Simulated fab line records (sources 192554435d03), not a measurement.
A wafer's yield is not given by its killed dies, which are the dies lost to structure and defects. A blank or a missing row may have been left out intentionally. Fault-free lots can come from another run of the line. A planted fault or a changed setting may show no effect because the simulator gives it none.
fab line records / flow n5_finfet / part 2 of 2: steps 21 to 25 of 25
record: lots: 5 wafers: 15 last_day: 16
route steps=1938 shown DUMMY_GATE@257 SPACER0@258 SD_EPI_N@262
lots that met no fault: from a run of the same line without faults
start_h: hours from the record's first day to the start of the lot's first wafer shown / wait_h: hours elapsed since this lot's preceding step / " identical to the entry in the row above / L1.1+2: a row that stands for several wafers / - no value present, or no start provided / * or withheld: withheld / < > ~ a bound
route shown NAME@n: a module of which the file shows steps, and the number in the route of the first / usual: mean/standard deviation of fault-free wafers / same: alike in all rows / chamber/n: place in a boat / sites: the reading at each site / _std_site: standard deviation across them / _edge_site: mean of outer sites minus mean of inner sites / radius_mm: for every site, how far away it sits from the centre of the wafer / mask NAME#n: copy n / behind: the most recent tool/chamber to have shaped the wafer / hold: why the lot went on hold/how many hours it stayed there/how the hold came to an end / device: transistor that didn't switch, given as n, p or np / end of line: the same wafers' tests at the end of the route / a step with no rows: only its recipe / killed: at the first sort, the dies lost to defects and structure; wafer yield is something else / map: a wafer's dies, marking killed ones x, the rest . and places with no die _
set.NAME: the run value of the setting; set.NAME@STEP: its run value at that earlier step / model.NAME: the simulator's own value behind a step, which no gauge read
lots at some steps of the route; a table a step, a row a wafer
services: the hour from which a tool's chamber was out of use, counted from the record's first day as start_h (under 0 if before that day), plus the number of hours and why
== steps ==
step: N5_SD_EPI_N_ETCHBACK_44
recipe: chemistry: CH3F/O2 mode: anisotropic_etchback target: SiNx target_depth_a: 145 stop_on: SiO2 over_etch_frac: 0.3 ion_energy_ev: 120 pressure_mtorr: 30 source_w: 395 bias_w: 73 Ar_flow_sccm: 150 CH3F_flow_sccm: 30 O2_flow_sccm: 20
usual: bias_w: 72.99/0.2 drypump_motor_current_A: 5.8/0.54 mfc_ar_sccm: 150.0/0.41 oes_product_au: 0.67/0.066 rf_vpp_V: 299.2/2.7 showerhead_plenum_p_Torr: 2.00/0.065 throttle_valve_pct: 16.36/0.23
lot.wafer=L081.2 tool=rie_diel-04 chamber=1 start_h=90.13 wait_h=0.0 bias_w=73.12 drypump_motor_current_A=5.9 mfc_ar_sccm=150.5 oes_product_au=0.58 rf_hours_counter_h=237 rf_vpp_V=295.9 showerhead_plenum_p_Torr=1.97 throttle_valve_pct=16.59
lot.wafer=L081.3 tool=rie_diel-04 chamber=0 start_h=90.13 wait_h=0.0 bias_w=72.93 drypump_motor_current_A=6.5 mfc_ar_sccm=149.3 oes_product_au=0.61 rf_hours_counter_h=215 rf_vpp_V=295.7 showerhead_plenum_p_Torr=1.99 throttle_valve_pct=16.53
lot.wafer=L081.5 tool=rie_diel-04 chamber=1 start_h=90.13 wait_h=0.0 bias_w=72.82 drypump_motor_current_A=5.9 mfc_ar_sccm=149.7 oes_product_au=0.59 rf_hours_counter_h=- rf_vpp_V=297.5 showerhead_plenum_p_Torr=1.97 throttle_valve_pct=16.60
lot.wafer=L089.1 tool=rie_diel-04 chamber=2 start_h=138.69 wait_h=0.0 bias_w=73.08 drypump_motor_current_A=5.9 mfc_ar_sccm=149.9 oes_product_au=0.73 rf_hours_counter_h=52 rf_vpp_V=301.6 showerhead_plenum_p_Torr=1.95 throttle_valve_pct=16.32
lot.wafer=L089.4 tool=rie_diel-04 chamber=0 start_h=138.69 wait_h=0.0 bias_w=72.62 drypump_motor_current_A=6.5 mfc_ar_sccm=149.8 oes_product_au=0.59 rf_hours_counter_h=233 rf_vpp_V=296.2 showerhead_plenum_p_Torr=1.98 throttle_valve_pct=16.58
lot.wafer=L089.5 tool=rie_diel-04 chamber=3 start_h=138.69 wait_h=0.0 bias_w=73.04 drypump_motor_current_A=6.0 mfc_ar_sccm=150.4 oes_product_au=0.74 rf_hours_counter_h=- rf_vpp_V=301.5 showerhead_plenum_p_Torr=2.12 throttle_valve_pct=16.15
lot.wafer=L091.1 tool=rie_diel-04 chamber=1 start_h=150.48 wait_h=0.0 bias_w=73.25 drypump_motor_current_A=5.9 mfc_ar_sccm=150.1 oes_product_au=0.58 rf_hours_counter_h=254 rf_vpp_V=296.7 showerhead_plenum_p_Torr=1.96 throttle_valve_pct=16.62
lot.wafer=L091.2 tool=rie_diel-04 chamber=3 start_h=150.48 wait_h=0.0 bias_w=73.05 drypump_motor_current_A=6.0 mfc_ar_sccm=150.7 oes_product_au=0.73 rf_hours_counter_h=46 rf_vpp_V=302.5 showerhead_plenum_p_Torr=2.12 throttle_valve_pct=16.15
lot.wafer=L091.3 tool=rie_diel-04 chamber=2 start_h=150.48 wait_h=0.0 bias_w=72.90 drypump_motor_current_A=5.8 mfc_ar_sccm=149.0 oes_product_au=0.72 rf_hours_counter_h=57 rf_vpp_V=302.0 showerhead_plenum_p_Torr=1.95 throttle_valve_pct=16.32
lot.wafer=L092.2 tool=rie_diel-04 chamber=2 start_h=159.09 wait_h=0.0 bias_w=73.02 drypump_motor_current_A=5.9 mfc_ar_sccm=150.6 oes_product_au=0.71 rf_hours_counter_h=61 rf_vpp_V=301.4 showerhead_plenum_p_Torr=1.95 throttle_valve_pct=16.32
lot.wafer=L092.3 tool=rie_diel-04 chamber=3 start_h=159.09 wait_h=0.0 bias_w=72.99 drypump_motor_current_A=6.0 mfc_ar_sccm=149.5 oes_product_au=0.72 rf_hours_counter_h=49 rf_vpp_V=302.6 showerhead_plenum_p_Torr=2.12 throttle_valve_pct=16.18
lot.wafer=L092.5 tool=rie_diel-04 chamber=3 start_h=159.09 wait_h=0.0 bias_w=73.14 drypump_motor_current_A=6.0 mfc_ar_sccm=150.0 oes_product_au=0.73 rf_hours_counter_h=- rf_vpp_V=303.1 showerhead_plenum_p_Torr=2.12 throttle_valve_pct=16.18
lot.wafer=L094.1 tool=rie_diel-06 chamber=2 start_h=171.13 wait_h=0.0 bias_w=73.04 drypump_motor_current_A=6.0 mfc_ar_sccm=150.6 oes_product_au=0.63 rf_hours_counter_h=155 rf_vpp_V=298.8 showerhead_plenum_p_Torr=1.92 throttle_valve_pct=16.25
lot.wafer=L094.5 tool=rie_diel-06 chamber=3 start_h=171.13 wait_h=0.0 bias_w=72.74 drypump_motor_current_A=4.9 mfc_ar_sccm=150.4 oes_product_au=0.68 rf_hours_counter_h=- rf_vpp_V=301.6 showerhead_plenum_p_Torr=2.02 throttle_valve_pct=16.37
lot.wafer=L094.6 tool=rie_diel-06 chamber=2 start_h=171.13 wait_h=0.0 bias_w=72.90 drypump_motor_current_A=6.0 mfc_ar_sccm=150.2 oes_product_au=0.62 rf_hours_counter_h=- rf_vpp_V=300.8 showerhead_plenum_p_Torr=1.92 throttle_valve_pct=16.22
step: N5_SD_EPI_N_ETCH_45
recipe: chemistry: CH3F/O2 target: SiOCN target_depth_a: 60 mask_material: SOC ion_energy_ev: 60 bias_w: 29 pressure_mtorr: 15 source_w: 410 Ar_flow_sccm: 150 CH3F_flow_sccm: 30 O2_flow_sccm: 20
usual: bias_w: 28.99/0.088 drypump_motor_current_A: 5.9/0.54 mfc_ar_sccm: 150.0/0.43 oes_product_au: 0.78/0.083 rf_vpp_V: 127.6/0.97 showerhead_plenum_p_Torr: 2.00/0.065 throttle_valve_pct: 23.34/0.25
lot.wafer=L081.2 tool=rie_diel-04 chamber=1 start_h=90.23 wait_h=0.1 bias_w=29.12 drypump_motor_current_A=5.9 mfc_ar_sccm=149.8 oes_product_au=0.68 rf_hours_counter_h=237 rf_vpp_V=128.9 showerhead_plenum_p_Torr=1.96 throttle_valve_pct=23.47
lot.wafer=L081.3 tool=rie_diel-04 chamber=0 start_h=90.23 wait_h=0.1 bias_w=29.10 drypump_motor_current_A=6.6 mfc_ar_sccm=149.0 oes_product_au=0.70 rf_hours_counter_h=215 rf_vpp_V=127.4 showerhead_plenum_p_Torr=1.98 throttle_valve_pct=23.48
lot.wafer=L081.5 tool=rie_diel-04 chamber=1 start_h=90.23 wait_h=0.1 bias_w=28.96 drypump_motor_current_A=5.9 mfc_ar_sccm=150.1 oes_product_au=0.69 rf_hours_counter_h=- rf_vpp_V=128.2 showerhead_plenum_p_Torr=1.96 throttle_valve_pct=23.47
lot.wafer=L089.1 tool=rie_diel-04 chamber=2 start_h=138.79 wait_h=0.1 bias_w=28.87 drypump_motor_current_A=5.8 mfc_ar_sccm=149.9 oes_product_au=0.85 rf_hours_counter_h=52 rf_vpp_V=126.5 showerhead_plenum_p_Torr=1.94 throttle_valve_pct=23.37
lot.wafer=L089.4 tool=rie_diel-04 chamber=0 start_h=138.79 wait_h=0.1 bias_w=28.99 drypump_motor_current_A=6.5 mfc_ar_sccm=150.0 oes_product_au=0.68 rf_hours_counter_h=233 rf_vpp_V=127.3 showerhead_plenum_p_Torr=1.97 throttle_valve_pct=23.51
lot.wafer=L089.5 tool=rie_diel-04 chamber=3 start_h=138.79 wait_h=0.1 bias_w=28.92 drypump_motor_current_A=6.0 mfc_ar_sccm=149.6 oes_product_au=0.87 rf_hours_counter_h=- rf_vpp_V=127.5 showerhead_plenum_p_Torr=2.11 throttle_valve_pct=23.16
lot.wafer=L091.1 tool=rie_diel-04 chamber=1 start_h=150.58 wait_h=0.1 bias_w=28.90 drypump_motor_current_A=6.0 mfc_ar_sccm=150.1 oes_product_au=0.67 rf_hours_counter_h=254 rf_vpp_V=126.7 showerhead_plenum_p_Torr=1.96 throttle_valve_pct=23.50
lot.wafer=L091.2 tool=rie_diel-04 chamber=3 start_h=150.58 wait_h=0.1 bias_w=28.86 drypump_motor_current_A=6.0 mfc_ar_sccm=150.5 oes_product_au=0.86 rf_hours_counter_h=46 rf_vpp_V=128.2 showerhead_plenum_p_Torr=2.11 throttle_valve_pct=23.17
lot.wafer=L091.3 tool=rie_diel-04 chamber=2 start_h=150.58 wait_h=0.1 bias_w=28.85 drypump_motor_current_A=5.9 mfc_ar_sccm=150.1 oes_product_au=0.85 rf_hours_counter_h=57 rf_vpp_V=126.8 showerhead_plenum_p_Torr=1.94 throttle_valve_pct=23.38
lot.wafer=L092.2 tool=rie_diel-04 chamber=2 start_h=159.19 wait_h=0.1 bias_w=29.15 drypump_motor_current_A=5.8 mfc_ar_sccm=149.8 oes_product_au=0.84 rf_hours_counter_h=61 rf_vpp_V=125.8 showerhead_plenum_p_Torr=1.94 throttle_valve_pct=23.39
lot.wafer=L092.3 tool=rie_diel-04 chamber=3 start_h=159.19 wait_h=0.1 bias_w=29.00 drypump_motor_current_A=6.0 mfc_ar_sccm=149.6 oes_product_au=0.86 rf_hours_counter_h=49 rf_vpp_V=129.2 showerhead_plenum_p_Torr=2.11 throttle_valve_pct=23.18
lot.wafer=L092.5 tool=rie_diel-04 chamber=3 start_h=159.19 wait_h=0.1 bias_w=28.98 drypump_motor_current_A=6.0 mfc_ar_sccm=149.6 oes_product_au=0.85 rf_hours_counter_h=- rf_vpp_V=129.1 showerhead_plenum_p_Torr=2.11 throttle_valve_pct=23.18
lot.wafer=L094.1 tool=rie_diel-06 chamber=2 start_h=171.23 wait_h=0.1 bias_w=29.10 drypump_motor_current_A=5.9 mfc_ar_sccm=149.4 oes_product_au=0.72 rf_hours_counter_h=155 rf_vpp_V=125.5 showerhead_plenum_p_Torr=1.91 throttle_valve_pct=23.14
lot.wafer=L094.5 tool=rie_diel-06 chamber=3 start_h=171.23 wait_h=0.1 bias_w=29.06 drypump_motor_current_A=4.9 mfc_ar_sccm=149.8 oes_product_au=0.81 rf_hours_counter_h=- rf_vpp_V=127.1 showerhead_plenum_p_Torr=2.01 throttle_valve_pct=23.43
lot.wafer=L094.6 tool=rie_diel-06 chamber=2 start_h=171.23 wait_h=0.1 bias_w=29.03 drypump_motor_current_A=5.9 mfc_ar_sccm=149.9 oes_product_au=0.73 rf_hours_counter_h=- rf_vpp_V=127.1 showerhead_plenum_p_Torr=1.91 throttle_valve_pct=23.12
step: N5_SD_EPI_N_ETCH_16
recipe: chemistry: CHF3/O2 target: SiO2 target_depth_a: 50 mask_material: SOC pressure_mtorr: 30 source_w: 650 bias_w: 170 Ar_flow_sccm: 200 CHF3_flow_sccm: 50 O2_flow_sccm: 5 ion_energy_ev: 200
usual: CHF3_flow_sccm: 49.99/0.14 bias_w: 170.0/0.52 drypump_motor_current_A: 5.9/0.54 mfc_ar_sccm: 200.0/0.59 oes_product_au: 0.78/0.083 rf_vpp_V: 527/4.6 showerhead_plenum_p_Torr: 2.41/0.076 throttle_valve_pct: 18.92/0.24
lot.wafer=L081.2 tool=rie_diel-04 chamber=1 start_h=90.33 wait_h=0.1 CHF3_flow_sccm=49.87 bias_w=169.8 drypump_motor_current_A=5.9 mfc_ar_sccm=199.9 oes_product_au=0.68 rf_hours_counter_h=237 rf_vpp_V=523 showerhead_plenum_p_Torr=2.37 throttle_valve_pct=19.12
lot.wafer=L081.3 tool=rie_diel-04 chamber=0 start_h=90.33 wait_h=0.1 CHF3_flow_sccm=49.75 bias_w=170.1 drypump_motor_current_A=6.5 mfc_ar_sccm=199.3 oes_product_au=0.69 rf_hours_counter_h=215 rf_vpp_V=521 showerhead_plenum_p_Torr=2.39 throttle_valve_pct=19.04
lot.wafer=L081.5 tool=rie_diel-04 chamber=1 start_h=90.33 wait_h=0.1 CHF3_flow_sccm=49.96 bias_w=169.5 drypump_motor_current_A=6.0 mfc_ar_sccm=199.6 oes_product_au=0.67 rf_hours_counter_h=- rf_vpp_V=523 showerhead_plenum_p_Torr=2.37 throttle_valve_pct=19.13
lot.wafer=L089.1 tool=rie_diel-04 chamber=2 start_h=138.89 wait_h=0.1 CHF3_flow_sccm=49.80 bias_w=170.4 drypump_motor_current_A=5.9 mfc_ar_sccm=199.9 oes_product_au=0.86 rf_hours_counter_h=52 rf_vpp_V=531 showerhead_plenum_p_Torr=2.35 throttle_valve_pct=18.89
lot.wafer=L089.4 tool=rie_diel-04 chamber=0 start_h=138.89 wait_h=0.1 CHF3_flow_sccm=49.82 bias_w=170.0 drypump_motor_current_A=6.5 mfc_ar_sccm=200.6 oes_product_au=0.69 rf_hours_counter_h=233 rf_vpp_V=521 showerhead_plenum_p_Torr=2.38 throttle_valve_pct=19.09
lot.wafer=L089.5 tool=rie_diel-04 chamber=3 start_h=138.89 wait_h=0.1 CHF3_flow_sccm=49.86 bias_w=170.6 drypump_motor_current_A=6.0 mfc_ar_sccm=199.8 oes_product_au=0.88 rf_hours_counter_h=- rf_vpp_V=533 showerhead_plenum_p_Torr=2.55 throttle_valve_pct=18.73
lot.wafer=L091.1 tool=rie_diel-04 chamber=1 start_h=150.68 wait_h=0.1 CHF3_flow_sccm=50.06 bias_w=169.8 drypump_motor_current_A=6.0 mfc_ar_sccm=200.9 oes_product_au=0.67 rf_hours_counter_h=254 rf_vpp_V=523 showerhead_plenum_p_Torr=2.37 throttle_valve_pct=19.15
lot.wafer=L091.2 tool=rie_diel-04 chamber=3 start_h=150.68 wait_h=0.1 CHF3_flow_sccm=49.75 bias_w=170.0 drypump_motor_current_A=6.0 mfc_ar_sccm=200.1 oes_product_au=0.86 rf_hours_counter_h=46 rf_vpp_V=533 showerhead_plenum_p_Torr=2.55 throttle_valve_pct=18.73
lot.wafer=L091.3 tool=rie_diel-04 chamber=2 start_h=150.68 wait_h=0.1 CHF3_flow_sccm=49.87 bias_w=171.2 drypump_motor_current_A=5.9 mfc_ar_sccm=199.5 oes_product_au=0.85 rf_hours_counter_h=57 rf_vpp_V=531 showerhead_plenum_p_Torr=2.35 throttle_valve_pct=18.91
lot.wafer=L092.2 tool=rie_diel-04 chamber=2 start_h=159.29 wait_h=0.1 CHF3_flow_sccm=50.14 bias_w=169.8 drypump_motor_current_A=5.9 mfc_ar_sccm=199.8 oes_product_au=0.84 rf_hours_counter_h=61 rf_vpp_V=530 showerhead_plenum_p_Torr=2.35 throttle_valve_pct=18.90
lot.wafer=L092.3 tool=rie_diel-04 chamber=3 start_h=159.29 wait_h=0.1 CHF3_flow_sccm=49.90 bias_w=169.7 drypump_motor_current_A=6.0 mfc_ar_sccm=200.4 oes_product_au=0.86 rf_hours_counter_h=49 rf_vpp_V=533 showerhead_plenum_p_Torr=2.55 throttle_valve_pct=18.74
lot.wafer=L092.5 tool=rie_diel-04 chamber=3 start_h=159.29 wait_h=0.1 CHF3_flow_sccm=49.84 bias_w=170.8 drypump_motor_current_A=6.0 mfc_ar_sccm=199.3 oes_product_au=0.86 rf_hours_counter_h=- rf_vpp_V=535 showerhead_plenum_p_Torr=2.55 throttle_valve_pct=18.76
lot.wafer=L094.1 tool=rie_diel-06 chamber=2 start_h=171.33 wait_h=0.1 CHF3_flow_sccm=50.06 bias_w=170.4 drypump_motor_current_A=6.0 mfc_ar_sccm=200.5 oes_product_au=0.72 rf_hours_counter_h=155 rf_vpp_V=528 showerhead_plenum_p_Torr=2.32 throttle_valve_pct=18.75
lot.wafer=L094.5 tool=rie_diel-06 chamber=3 start_h=171.33 wait_h=0.1 CHF3_flow_sccm=49.91 bias_w=169.5 drypump_motor_current_A=4.9 mfc_ar_sccm=198.8 oes_product_au=0.80 rf_hours_counter_h=- rf_vpp_V=532 showerhead_plenum_p_Torr=2.43 throttle_valve_pct=18.97
lot.wafer=L094.6 tool=rie_diel-06 chamber=2 start_h=171.33 wait_h=0.1 CHF3_flow_sccm=50.00 bias_w=170.2 drypump_motor_current_A=5.9 mfc_ar_sccm=201.3 oes_product_au=0.73 rf_hours_counter_h=- rf_vpp_V=528 showerhead_plenum_p_Torr=2.32 throttle_valve_pct=18.75
step: N5_SD_EPI_N_STRIP_47
recipe: chemistry: CHF3/O2 resist: SiARC rf_frequency_hz: 6e+07
lot.wafer=L081.2+3+5 tool=rie_diel-04 chamber=1,0,1 start_h=90.37 wait_h=0.0
lot.wafer=L089.1+4+5 tool=rie_diel-04 chamber=2,0,3 start_h=138.93 wait_h=0.0
lot.wafer=L091.1+2+3 tool=rie_diel-04 chamber=1,3,2 start_h=150.72 wait_h=0.0
lot.wafer=L092.2+3+5 tool=rie_diel-04 chamber=2,3,3 start_h=159.33 wait_h=0.0
lot.wafer=L094.1+5+6 tool=rie_diel-06 chamber=2,3,2 start_h=171.37 wait_h=0.0
step: N5_SD_EPI_N_SD_RECESS_17
recipe: chemistry: HBr/Cl2/O2 target_depth_a: 410 mask_material: SOC time_s: 23.7 bt_time_s: 3 pressure_mtorr: 10 icp_w: 800 bias_w: 112 HBr_flow_sccm: 150 Cl2_flow_sccm: 80 O2_flow_sccm: 12
usual: bias_w: 112.0/0.33 drypump_motor_current_A: 5.8/0.56 oes_product_au: 0.993/0.02 throttle_valve_pct: 36.88/0.19
lot.wafer=L081.2 tool=rie_si-04 chamber=1 start_h=90.40 wait_h=0.0 bias_w=111.9 drypump_motor_current_A=5.4 oes_product_au=0.975 rf_hours_counter_h=198 throttle_valve_pct=37.03
lot.wafer=L081.3 tool=rie_si-04 chamber=3 start_h=90.40 wait_h=0.0 bias_w=112.2 drypump_motor_current_A=6.4 oes_product_au=0.986 rf_hours_counter_h=88 throttle_valve_pct=36.83
lot.wafer=L081.5 tool=rie_si-04 chamber=1 start_h=90.40 wait_h=0.0 bias_w=111.9 drypump_motor_current_A=5.4 oes_product_au=0.977 rf_hours_counter_h=- throttle_valve_pct=37.05
lot.wafer=L089.1 tool=rie_si-04 chamber=2 start_h=138.96 wait_h=0.0 bias_w=112.7 drypump_motor_current_A=4.9 oes_product_au=0.997 rf_hours_counter_h=9 throttle_valve_pct=36.79
lot.wafer=L089.4 tool=rie_si-04 chamber=2 start_h=138.96 wait_h=0.0 bias_w=112.2 drypump_motor_current_A=4.9 oes_product_au=1.001 rf_hours_counter_h=- throttle_valve_pct=36.79
lot.wafer=L089.5 tool=rie_si-04 chamber=3 start_h=138.96 wait_h=0.0 bias_w=112.3 drypump_motor_current_A=6.5 oes_product_au=0.983 rf_hours_counter_h=- throttle_valve_pct=36.81
lot.wafer=L091.1 tool=rie_si-03 chamber=0 start_h=150.75 wait_h=0.0 bias_w=112.7 drypump_motor_current_A=5.1 oes_product_au=1.009 rf_hours_counter_h=88 throttle_valve_pct=36.73
lot.wafer=L091.2 tool=rie_si-03 chamber=3 start_h=150.75 wait_h=0.0 bias_w=112.8 drypump_motor_current_A=5.5 oes_product_au=0.981 rf_hours_counter_h=116 throttle_valve_pct=37.18
lot.wafer=L091.3 tool=rie_si-03 chamber=1 start_h=150.75 wait_h=0.0 bias_w=112.1 drypump_motor_current_A=6.0 oes_product_au=0.987 rf_hours_counter_h=185 throttle_valve_pct=37.32
lot.wafer=L092.2 tool=rie_si-04 chamber=3 start_h=159.36 wait_h=0.0 bias_w=111.9 drypump_motor_current_A=6.4 oes_product_au=0.987 rf_hours_counter_h=89 throttle_valve_pct=36.82
lot.wafer=L092.3 tool=rie_si-04 chamber=2 start_h=159.36 wait_h=0.0 bias_w=112.0 drypump_motor_current_A=4.9 oes_product_au=1.002 rf_hours_counter_h=9 throttle_valve_pct=36.78
lot.wafer=L092.5 tool=rie_si-04 chamber=2 start_h=159.36 wait_h=0.0 bias_w=111.7 drypump_motor_current_A=4.9 oes_product_au=1.003 rf_hours_counter_h=- throttle_valve_pct=36.78
lot.wafer=L094.1 tool=rie_si-04 chamber=3 start_h=171.40 wait_h=0.0 bias_w=112.5 drypump_motor_current_A=6.4 oes_product_au=0.987 rf_hours_counter_h=89 throttle_valve_pct=36.81
lot.wafer=L094.5 tool=rie_si-04 chamber=3 start_h=171.40 wait_h=0.0 bias_w=112.0 drypump_motor_current_A=6.4 oes_product_au=0.979 rf_hours_counter_h=- throttle_valve_pct=36.81
lot.wafer=L094.6 tool=rie_si-04 chamber=0 start_h=171.40 wait_h=0.0 bias_w=112.2 drypump_motor_current_A=6.5 oes_product_au=0.967 rf_hours_counter_h=- throttle_valve_pct=36.72
== services ==
tool=rie_si-04 chamber=2 start_h=70.23 hours=8.0 kind=repair
tool=arfi_scanner-02 chamber=- start_h=73.00 hours=1.0 kind=pm
tool=rie_si-03 chamber=2 start_h=83.02 hours=1.5 kind=repair
tool=ald_sin-02 chamber=3 start_h=85.14 hours=14.9 kind=repair
tool=ald_sin-01 chamber=- start_h=85.25 hours=14.0 kind=pm
tool=arfi_scanner-01 chamber=- start_h=85.35 hours=1.0 kind=pm
tool=arfi_scanner-02 chamber=- start_h=85.60 hours=1.1 kind=repair
tool=ald_sin-04 chamber=1 start_h=90.16 hours=5.2 kind=repair
tool=arfi_scanner-02 chamber=- start_h=92.66 hours=2.4 kind=repair
tool=arfi_scanner-03 chamber=- start_h=95.50 hours=4.9 kind=pm
tool=rie_diel-04 chamber=0 start_h=96.47 hours=9.4 kind=repair
tool=rie_diel-04 chamber=1 start_h=108.49 hours=18.2 kind=repair
tool=arfi_scanner-02 chamber=- start_h=110.88 hours=1.3 kind=pm
tool=arfi_scanner-03 chamber=- start_h=112.38 hours=1.0 kind=pm
tool=ald_sin-01 chamber=1 start_h=125.40 hours=1.6 kind=repair
tool=arfi_scanner-02 chamber=- start_h=129.44 hours=0.7 kind=repair
tool=arfi_scanner-03 chamber=- start_h=137.42 hours=1.3 kind=pm
tool=ald_sin-04 chamber=- start_h=139.20 hours=1.7 kind=repair
tool=arfi_scanner-03 chamber=- start_h=143.48 hours=0.2 kind=repair
tool=rie_diel-04 chamber=1 start_h=151.30 hours=- kind=clean
tool=rie_diel-06 chamber=2 start_h=154.30 hours=2.7 kind=repair
tool=arfi_scanner-02 chamber=- start_h=158.47 hours=1.0 kind=pm
tool=ald_sin-01 chamber=0 start_h=165.18 hours=1.3 kind=repair
tool=arfi_scanner-01 chamber=- start_h=169.71 hours=0.8 kind=pm
